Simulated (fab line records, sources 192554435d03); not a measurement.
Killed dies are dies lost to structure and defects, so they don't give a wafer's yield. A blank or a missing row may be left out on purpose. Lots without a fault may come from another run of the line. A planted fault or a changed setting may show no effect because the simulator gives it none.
Chamber matching | flow n5_finfet | N5_BEOL_M4_VIA_ETCH_34 on rie_diel-04: 4 sister chambers
The step etches the open film in C4F6/O2, target depth 69.4 nm, time 65.9 s. 7 wafers are shown with their chamber, then 8 later ones without.

WAFERS WITH THEIR CHAMBER
wafer  | chamber | showerhead_plenum_p_Torr (Torr) | throttle_valve_pct (%)
L080.5 | 3       | 3.01                            | 30.79
L085.1 | 3       | 3.00                            | 30.81
L085.3 | 2       | 2.86                            | 30.61
L085.4 | 0       | 2.80                            | 30.89
L085.5 | 2       | 2.86                            | 30.61
L085.6 | 1       | 2.77                            | 31.25
L087.1 | 1       | 2.77                            | 31.26

WAFERS WITHOUT THEIR CHAMBER
wafer  | showerhead_plenum_p_Torr (Torr) | throttle_valve_pct (%)
L087.5 | 2.77                            | 31.25
L087.6 | 2.80                            | 30.90
L091.1 | 2.99                            | 30.82
L091.2 | 2.77                            | 31.26
L091.4 | 2.80                            | 30.91
L095.1 | 2.99                            | 30.82
L095.3 | 2.79                            | 30.90
L095.5 | 2.99                            | 30.81

WHICH CHAMBER EACH WENT THROUGH
wafer  | from the rows above | in truth
L087.5 | 1                   | 1
L087.6 | 0                   | 0
L091.1 | 3                   | 3
L091.2 | 1                   | 1
L091.4 | 0                   | 0
L095.1 | 3                   | 3
L095.3 | 0                   | 0
L095.5 | 3                   | 3
Placed correctly: 8 of 8. Can't be placed from these rows: 0. Placed wrongly: 0.
How it was worked out, from the rows above alone: a wafer's distance from a chamber is the root of the sum, over the readings, of the square of ((its reading less the chamber's mean) divided by the reading's scatter). The wafer belongs to the nearest chamber; if the next one is less than 2 further off, it can't be placed. A chamber's mean is the mean of its shown wafers. The scatter: the root of (the sum of the squares of (reading less its chamber's mean) over the shown wafers, divided by (wafers less chambers)).
